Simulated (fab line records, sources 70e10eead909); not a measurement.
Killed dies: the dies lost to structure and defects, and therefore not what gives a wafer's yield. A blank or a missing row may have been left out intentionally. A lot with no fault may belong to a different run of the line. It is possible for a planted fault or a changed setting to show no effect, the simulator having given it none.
Chamber matching || flow nand harc || rie diel-03 running NHARC_A_M1_ETCH_15: 4 sister chambers
The step etches the open film in C4F8/Ar, target depth 182.5 nm, time 91.2 s. 4 wafers are shown with their chamber, then 8 later ones without.

WAFERS WITH THEIR CHAMBER
{"wafer": "L641.6", "chamber": 3, "rf vpp V (V)": 442.1}
{"wafer": "L644.3", "chamber": 1, "rf vpp V (V)": 439.6}
{"wafer": "L644.4", "chamber": 0, "rf vpp V (V)": 439.1}
{"wafer": "L644.5", "chamber": 2, "rf vpp V (V)": 437.6}

WAFERS WITHOUT THEIR CHAMBER
{"wafer": "L648.1", "rf vpp V (V)": 438.3}
{"wafer": "L648.2", "rf vpp V (V)": 437.2}
{"wafer": "L647.1", "rf vpp V (V)": 442.8}
{"wafer": "L647.6", "rf vpp V (V)": 442.9}
{"wafer": "L650.1", "rf vpp V (V)": 440.0}
{"wafer": "L656.2", "rf vpp V (V)": 438.2}
{"wafer": "L656.4", "rf vpp V (V)": 443.1}
{"wafer": "L656.6", "rf vpp V (V)": 438.2}

WHICH CHAMBER EACH WENT THROUGH
{"wafer": "L648.1", "from the rows above": "can't be placed: 2 or 0 or 1", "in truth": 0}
{"wafer": "L648.2", "from the rows above": 2, "in truth": 2}
{"wafer": "L647.1", "from the rows above": 3, "in truth": 3}
{"wafer": "L647.6", "from the rows above": 3, "in truth": 3}
{"wafer": "L650.1", "from the rows above": "can't be placed: 1 or 0", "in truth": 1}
{"wafer": "L656.2", "from the rows above": "can't be placed: 2 or 0 or 1", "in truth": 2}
{"wafer": "L656.4", "from the rows above": 3, "in truth": 3}
{"wafer": "L656.6", "from the rows above": "can't be placed: 2 or 0 or 1", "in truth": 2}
Placed correctly: 4 of 8. Not placeable from these rows: 4 (in 4, the candidates include the true chamber). Number placed wrongly: 0.
How it was worked out, from the rows above alone: a wafer's distance from a chamber is the root of the sum, over the readings, of the square of ((its reading less the chamber's mean) divided by the reading's scatter). If the next closest chamber is less than 2 further off than the closest, the wafer can't be placed; otherwise it belongs to the closest. A chamber's mean is the mean of its shown wafers. The scatter (one wafer shown for each chamber): square how far every hidden wafer sits from the nearest shown wafer, average those squares and take the square root.
